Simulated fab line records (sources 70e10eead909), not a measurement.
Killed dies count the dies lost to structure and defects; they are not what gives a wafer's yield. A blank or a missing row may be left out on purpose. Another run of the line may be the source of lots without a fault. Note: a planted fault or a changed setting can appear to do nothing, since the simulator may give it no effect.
Matching of chambers -- flow nand_harc -- rie_diel-11 running NHARC_A_CHANNEL_FILL_D2_ETCHBACK_20: 4 sister chambers
The step etches the open film in C4F8/O2/Ar, target depth 27 nm, time 13.5 s. 14 wafers are shown with their chamber, then 7 later ones without.

## WAFERS, EACH WITH ITS CHAMBER
wafer,chamber,rf_vpp_V (V),oes_product_au (a.u.)
L452.2,3,986,0.997
L452.3,0,981,0.995
L452.6,2,971,0.994
L454.1,3,987,1.004
L454.4,1,979,0.981
L454.6,3,986,1.005
L456.4,0,980,0.990
L456.5,3,987,0.993
L456.6,2,970,0.986
L458.2,3,987,0.993
L458.4,0,980,1.009
L458.5,1,980,0.991
L461.3,0,982,1.010
L461.5,3,986,0.992

SIGNATURES, as means of the wafers listed above
reading,chamber 0,chamber 1,chamber 2,chamber 3,scatter within a chamber
rf_vpp_V,980.75,979.50,970.50,986.50,0.725
oes_product_au,1.00100,0.98600,0.99000,0.99733,0.00744
Rule: for a wafer and a chamber, the distance is found by dividing, reading by reading, the gap between the wafer's reading and the chamber's mean by the reading's scatter, squaring, summing and taking the root. If the next closest chamber is less than 2 further off than the closest, the wafer can't be placed; otherwise it belongs to the closest. The scatter: the root of (the sum of the squares of (reading less its chamber's mean) over the shown wafers, divided by (wafers less chambers)).

## WAFERS WHOSE CHAMBER IS MISSING
wafer,rf_vpp_V (V),oes_product_au (a.u.)
L461.6,982,1.007
L473.1,971,0.930
L473.4,981,0.919
L473.6,982,0.915
L472.3,970,1.000
L472.4,985,1.009
L472.6,980,0.998

## THE CHAMBER EACH PASSED THROUGH
wafer,from the rows above,in truth
L461.6,0,0
L473.1,2,2
L473.4,can't be placed: 1 or 0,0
L473.6,can't be placed: 1 or 0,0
L472.3,2,2
L472.4,3,3
L472.6,can't be placed: 0 or 1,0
Correctly placed: 4 of 7. From these rows, 3 cannot be placed; in 3 the true chamber is one of the candidates. Number placed wrongly: 0.
